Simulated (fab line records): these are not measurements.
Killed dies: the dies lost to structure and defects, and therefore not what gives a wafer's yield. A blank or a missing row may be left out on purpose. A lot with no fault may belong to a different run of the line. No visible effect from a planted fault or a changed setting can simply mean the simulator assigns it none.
fab line records	flow n5-finfet
[record] lots = 9	wafers = 27	last-day = 21
route steps=1938 shown SDB@364 HKMG_FIN@390 BEOL_M4@1111
lots that met no fault: from a run of the same line without faults
start-h: start of the lot's first displayed wafer, in hours after the record's first day	wait-h: how many hours have passed since the lot's step before this one	" repeats the value in the row above	L1.1+2: a single row standing in for several wafers	- no value present, or no start provided	* or withheld: withheld	< > ~ a bound
route shown NAME@n: NAME is a module with steps in the file, n the number in the route of the first one	usual: mean and standard deviation over wafers with no fault	same: alike in all rows	chamber/n: place in a boat	sites: the reading at each site	_std_site: their standard deviation	_edge_site: outer sites' mean less inner sites'	radius-mm: how far each site lies from the wafer's centre	mask NAME#n: copy n	behind: the last tool/chamber to shape the wafer	hold: reason for holding the lot/hours on hold/outcome of the hold	device: names the non-switching transistor (n, p or np)	end of line: tests run on the same wafers once the route is complete	for a step that has no rows: nothing shown but its recipe	killed: the dies lost at the first sort to structure and to defects; this is not the yield of the wafer	map: dies across one wafer; x = killed, . = not, _ = none there
set.NAME: the setting the step ran with; set.NAME@STEP: the setting that earlier step ran with	model.NAME: the simulator's own value behind a step, which no gauge read
a sample of lots followed through the steps of the route, with each step as a table and each wafer as a row
services: from which hour (start-h, from the record's first day; less than 0 if before it) a tool's chamber was out of use, for how many hours, and why
[[steps]]
[step N5_SDB_HM_OPEN_20]
[recipe] chemistry = CH3F/O2	target = SiNx	mask-material = SOC	target-depth-a = 240	stop-on = poly-Si	over-etch-frac = 0.4	ion-energy-ev = 120	pressure-mtorr = 30	source-w = 395	bias-w = 73	Ar_flow_sccm = 150	CH3F_flow_sccm = 30	O2_flow_sccm = 20
[usual] drypump-motor-current-A = 5.8/0.44	oes_ar_750_au = 0.75/0.074	oes_f_703_au = 0.76/0.073	oes-product-au = 0.62/0.062	rf-vpp-V = 297/3.5	showerhead-plenum-p-Torr = 2.01/0.076	throttle-valve-pct = 16.46/0.13
lot.wafer	tool	chamber	start-h	wait-h	drypump-motor-current-A	oes_ar_750_au	oes_f_703_au	oes-product-au	rf-hours-counter-h	rf-vpp-V	showerhead-plenum-p-Torr	throttle-valve-pct
L225.1	rie-diel-05	2	107.76	0.0	5.8	0.72	0.72	0.58	198	293	2.07	16.71
L225.2	"	1	"	"	5.4	0.69	0.69	0.56	231	293	1.90	16.47
L225.4	"	3	"	"	6.6	0.74	0.74	0.61	162	296	2.08	16.43
L227.2	rie-diel-05	2	124.86	0.0	5.7	0.73	0.72	0.58	204	293	2.07	16.72
L227.3	"	1	"	"	5.4	0.68	0.68	0.55	237	291	1.90	16.49
L227.4	"	1	"	"	5.4	0.68	0.68	0.55	-	293	1.89	16.47
L229.1	rie-diel-02	1	134.37	0.0	5.8	0.76	0.77	0.62	150	297	2.08	16.30
L229.2	"	3	"	"	5.6	0.78	0.77	0.65	129	298	1.92	16.47
L229.6	"	2	"	"	5.6	0.82	0.83	0.68	-	301	2.10	16.35
L230.3	rie-diel-02	2	139.76	0.0	5.7	0.82	0.82	0.67	82	303	2.10	16.37
L230.5	"	1	"	"	5.8	0.76	0.76	0.62	-	298	2.08	16.33
L230.6	"	2	"	"	5.6	0.82	0.83	0.67	-	302	2.10	16.36
L232.2	rie-diel-05	0	150.30	0.0	6.3	0.95	0.94	0.79	6	304	2.04	16.17
L232.5	"	2	"	"	5.8	0.72	0.72	0.59	-	293	2.06	16.74
L232.6	"	3	"	"	6.6	0.72	0.72	0.60	-	296	2.07	16.44
L238.1	rie-diel-02	0	185.89	0.0	5.6	0.72	0.72	0.58	195	298	1.91	16.33
L238.5	"	1	"	"	5.7	0.74	0.75	0.61	-	297	2.08	16.36
L238.6	"	0	"	"	5.6	0.72	0.71	0.59	-	299	1.91	16.34
L239.4	rie-diel-02	3	193.50	0.0	5.6	0.76	0.75	0.63	151	297	1.92	16.51
L239.5	"	1	"	"	5.7	0.75	0.75	0.60	-	296	2.08	16.36
L239.6	"	2	"	"	5.7	0.80	0.79	0.65	-	303	2.09	16.40
L240.3	rie-diel-05	0	200.24	0.0	6.3	0.89	0.89	0.73	24	306	2.04	16.22
L240.4	"	1	"	"	5.4	0.94	0.93	0.78	8	297	2.14	16.05
L240.6	"	2	"	"	5.8	0.70	0.71	0.57	-	293	2.06	16.78
L241.3	rie-diel-02	3	209.76	0.0	5.6	0.76	0.75	0.63	156	294	1.92	16.52
L241.4	"	0	"	"	5.6	0.71	0.71	0.59	203	298	1.91	16.37
L241.5	"	3	"	"	5.6	0.75	0.75	0.64	-	295	1.92	16.52
[step N5_SDB_STRIP_22]
[recipe] chemistry = N2/H2	power-w = 1000	temp-c = 250	h2-frac = 0.65	overash-fraction = 0.3	pressure-mtorr = withheld	n2-flow-sccm = 1750	h2-flow-sccm = 3250
[usual] drypump-motor-current-A = 5.9/0.6	heater-power-w = 309/16	oes-product-au = 0.715/0.0045	strip-time-to-endpoint-s = 96.40/0.29
lot.wafer	tool	chamber	start-h	wait-h	drypump-motor-current-A	heater-power-w	oes-product-au	rf-hours-counter-h	strip-time-to-endpoint-s
L225.1	plasma-asher-01	0	107.86	0.1	6.1	295	0.720	88	95.96
L225.2	"	1	"	"	6.0	296	0.714	88	96.62
L225.4	"	1	"	"	6.0	291	0.714	-	96.29
L227.2	plasma-asher-01	0	124.94	0.1	6.0	288	0.711	91	96.40
L227.3	"	0	"	"	6.0	282	0.716	-	96.43
L227.4	"	1	"	"	6.1	291	0.717	-	96.78
L229.1	plasma-asher-01	1	134.46	0.1	6.0	300	0.710	93	96.31
L229.2	"	0	"	"	6.0	284	0.712	93	96.71
L229.6	"	1	"	"	6.0	294	0.715	-	96.19
L230.3	plasma-asher-02	0	139.88	0.1	6.6	313	0.707	-	96.04
L230.5	"	0	"	"	6.6	324	0.715	-	95.80
L230.6	"	1	"	"	5.1	328	0.719	-	95.80
L232.2	plasma-asher-02	1	150.38	0.1	5.1	318	0.715	56	96.21
L232.5	"	0	"	"	6.6	316	0.720	-	96.57
L232.6	"	1	"	"	5.1	319	0.717	-	96.91
L238.1	plasma-asher-01	1	185.97	0.1	6.1	295	0.720	105	96.31
L238.5	"	1	"	"	6.1	293	0.710	-	96.20
L238.6	"	0	"	"	6.0	287	0.713	-	96.29
L239.4	plasma-asher-02	1	193.62	0.1	5.1	326	0.712	-	96.78
L239.5	"	0	"	"	6.6	316	0.712	-	97.09
L239.6	"	1	"	"	5.1	316	0.715	-	96.38
L240.3	plasma-asher-02	0	200.36	0.1	6.6	319	0.717	-	95.87
L240.4	"	1	"	"	5.1	314	0.715	-	95.98
L240.6	"	1	"	"	5.1	318	0.723	-	96.33
L241.3	plasma-asher-01	1	209.88	0.1	6.0	305	0.721	-	96.93
L241.4	"	0	"	"	6.1	287	0.717	-	96.20
L241.5	"	0	"	"	6.0	292	0.718	-	96.56
[step N5_HKMG_FIN_COAT_41]
[recipe] resist = SOC	temp-c = 250	time-s = 60	spin-rpm = 1500	resist-thk-nm = 300
[usual] exhaust-pa = 45.0/1.1	heater-power-total-W = 500.7/1.8	plate-temp-C = 249.97/0.18
[same] time-s = 60
lot.wafer	tool	chamber	start-h	wait-h	exhaust-pa	heater-power-total-W	plate-temp-C
L225.1	litho-track-05	0	113.08	-	43.6	499.5	250.35
L225.2	"	0	"	"	45.3	500.2	249.91
L225.4	"	0	"	"	45.7	497.9	249.86
L227.2	litho-track-05	0	130.36	-	45.6	500.9	249.97
L227.3	"	0	"	"	44.5	499.5	250.21
L227.4	"	0	"	"	44.7	497.6	250.09
L229.1	litho-track-05	0	139.60	-	44.9	447.4	229.24
L229.2	"	0	"	"	44.2	447.9	229.21
L229.6	"	0	"	"	43.9	447.8	229.27
L230.3	litho-track-05	0	145.33	-	45.4	453.0	228.98
L230.5	"	0	"	"	46.7	448.2	228.86
L230.6	"	0	"	"	45.9	448.8	228.93
L232.2	litho-track-03	0	155.44	-	46.4	503.2	249.88
L232.5	"	0	"	"	46.7	501.9	249.85
L232.6	"	0	"	"	47.7	501.3	250.09
L238.1	litho-track-01	0	190.82	-	45.5	501.0	250.27
L238.5	"	0	"	"	43.2	502.3	250.03
L238.6	"	0	"	"	44.8	501.4	249.99
L239.4	litho-track-01	0	198.39	-	45.2	503.0	250.15
L239.5	"	0	"	"	45.8	500.7	250.14
L239.6	"	0	"	"	44.6	499.4	250.48
L240.3	litho-track-01	0	205.12	-	43.7	497.9	249.65
L240.4	"	0	"	"	45.1	499.8	249.94
L240.6	"	0	"	"	43.4	502.3	249.67
L241.3	litho-track-05	0	214.78	-	45.9	502.3	249.94
L241.4	"	0	"	"	44.6	501.9	249.78
L241.5	"	0	"	"	45.1	499.0	249.84
[step N5_HKMG_FIN_INSPECT_61]
[recipe] mode = adi	inspect-instrument = macro
[usual] raw-defect-count = 2.1/1.5
lot.wafer	tool	chamber	start-h	wait-h	raw-defect-count
L225.1	defect-inspect-01	-	113.37	0.0	5
L225.2	"	-	"	"	2
L225.4	"	-	"	"	3
L227.2	defect-inspect-01	-	130.79	0.0	2
L227.3	"	-	"	"	1
L227.4	"	-	"	"	0
L229.1	defect-inspect-01	-	139.90	0.0	2
L229.2	"	-	"	"	1
L229.6	"	-	"	"	1
L230.3	defect-inspect-01	-	145.63	0.0	0
L230.5	"	-	"	"	3
L230.6	"	-	"	"	1
L232.2	defect-inspect-02	-	155.73	0.0	2
L232.5	"	-	"	"	0
L232.6	"	-	"	"	2
L238.1	defect-inspect-01	-	191.24	0.0	6
L238.5	"	-	"	"	1
L238.6	"	-	"	"	3
L239.4	defect-inspect-02	-	198.81	0.0	0
L239.5	"	-	"	"	0
L239.6	"	-	"	"	3
L240.3	defect-inspect-02	-	205.54	0.0	1
L240.4	"	-	"	"	3
L240.6	"	-	"	"	2
L241.3	defect-inspect-01	-	215.20	0.0	4
L241.4	"	-	"	"	2
L241.5	"	-	"	"	2
[step N5_BEOL_M4_RC_MEAS_101]
[usual] DIBL_N = 36.3/1.1	DIBL_P = 36.3/1.4	IOFF_N = 0.155/0.019	IOFF_P = 0.211/0.027	ION_N = 672/8.5	ION_P = 462/5.8	SS_N = 71.5/0.56	SS_P = 73.3/0.52	VT_N = 249.9/2.5	VT_P = -249.8/2.8
lot.wafer	tool	chamber	start-h	wait-h	DIBL_N[mV/V]	DIBL_P[mV/V]	IOFF_N[nA/um]	IOFF_P[nA/um]	ION_N[uA/um]	ION_P[uA/um]	SS_N[mV/dec]	SS_P[mV/dec]	VT_N[mV]	VT_P[mV]
L225.1	prober-02	0	289.57	0.0	36.7	37.0	0.177	0.217	689	466	71.6	74.0	250.4	-248.3
L225.2	"	0	"	"	37.7	37.7	0.182	0.223	677	459	72.3	73.2	245.9	-247.1
L225.4	"	0	"	"	36.1	34.9	0.156	0.183	670	456	71.0	73.2	249.7	-251.6
L227.2	prober-02	0	311.20	0.2	35.9	36.0	0.138	0.162	662	451	71.5	73.4	250.9	-255.3
L227.3	"	0	"	"	35.7	35.8	0.138	0.165	671	455	71.1	72.9	253.8	-253.9
L227.4	"	0	"	"	35.2	35.6	0.128	0.158	668	456	70.8	72.3	255.3	-256.4
L229.1	prober-01	0	324.10	0.0	37.2	36.9	0.151	0.183	670	455	71.2	73.8	251.3	-253.2
L229.2	"	0	"	"	38.5	38.1	0.178	0.206	664	452	72.3	73.0	250.4	-249.8
L229.6	"	0	"	"	36.4	36.1	0.139	0.181	658	447	71.2	73.0	253.2	-252.0
L230.3	prober-01	0	335.78	0.3	34.7	33.6	0.137	0.184	666	458	70.4	72.8	250.3	-251.3
L230.5	"	0	"	"	36.8	35.7	0.175	0.211	667	453	71.2	73.8	248.7	-250.6
L230.6	"	0	"	"	35.3	34.6	0.146	0.197	665	458	70.7	73.1	248.0	-250.7
L232.2	prober-02	0	355.04	0.2	36.0	35.6	0.151	0.238	667	468	71.7	73.2	248.3	-246.1
L232.5	"	0	"	"	34.5	33.9	0.128	0.210	662	464	70.8	72.8	253.7	-245.9
L232.6	"	0	"	"	36.7	36.1	0.169	0.253	682	467	71.6	72.9	245.5	-243.8
L241.3	prober-02	0	364.69	0.3	37.2	36.6	0.171	0.241	678	467	72.2	73.7	251.6	-246.2
L241.4	"	0	"	"	38.7	36.8	0.196	0.250	671	461	72.8	73.2	246.3	-246.9
L241.5	"	0	"	"	37.2	35.6	0.161	0.223	674	464	71.9	73.3	247.5	-249.5
L239.4	prober-01	0	368.66	0.5	34.9	37.6	0.168	0.241	668	470	70.4	73.3	247.3	-247.3
L239.5	"	0	"	"	34.3	36.8	0.150	0.235	673	472	71.7	73.1	249.5	-244.4
L239.6	"	0	"	"	34.9	36.6	0.157	0.232	665	465	71.8	72.6	251.7	-248.7
L238.1	prober-02	0	390.06	0.0	36.5	36.4	0.150	0.210	676	466	71.5	72.9	250.0	-250.0
L238.5	"	0	"	"	40.0	40.9	0.228	0.301	699	479	72.5	74.0	242.9	-244.8
L238.6	"	0	"	"	37.1	37.2	0.171	0.236	677	471	71.1	73.1	246.3	-247.0
L240.3	prober-01	0	401.12	0.3	35.6	35.2	0.158	0.210	682	464	72.1	73.3	248.2	-248.4
L240.4	"	0	"	"	36.3	34.7	0.159	0.200	666	459	72.0	73.4	249.2	-250.9
L240.6	"	0	"	"	36.0	35.2	0.158	0.205	675	458	71.3	73.0	249.8	-249.2
[[services]]
tool	chamber	start-h	hours	kind
rie-diel-05	0	113.99	-	clean
rie-diel-05	0	113.99	-	consumable-replace:focus-ring
rie-diel-05	0	113.99	24.4	scheduled-down
rie-diel-05	0	113.99	24.4	vent-cycle
rie-diel-05	1	126.71	2.8	repair
rie-diel-05	2	144.20	3.8	repair
rie-diel-05	1	157.39	-	clean
rie-diel-05	1	157.39	-	consumable-replace:focus-ring
rie-diel-05	1	157.39	-	consumable-replace:showerhead
rie-diel-05	1	157.39	18.2	scheduled-down
rie-diel-05	1	157.39	18.2	vent-cycle
plasma-asher-01	-	159.51	2.8	pm
rie-diel-05	-	172.97	2.8	pm
plasma-asher-01	-	188.82	1.2	repair
litho-track-03	-	190.34	-	consumable-replace:filter
plasma-asher-02	-	192.19	0.8	repair
[[key]]
[first-sign] step = N5_HKMG_FIN_COAT_41	reading = plate-temp-C	direction = down	sigmas = 99+	usual = *	struck = *
[effect] step = N5_HKMG_FIN_COAT_41	reading = heater-power-total-W	direction = down	sigmas = 29	usual = *	struck = *
met-at N5_HKMG_FIN_COAT_41
struck-lots L229,L230
not-acting-at N5_SDB_HM_OPEN_20,N5_SDB_STRIP_22,N5_HKMG_FIN_INSPECT_61
onset-between 130.36 139.60
[fault] kind = process-parameter-drift	tool = litho-track-05	chamber = -	onset-h = 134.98	steps = N5_HKMG_FIN_COAT_41	channel = temp-c	offset = *	shape = step	end-h = 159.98	acts-in = *	stated = *
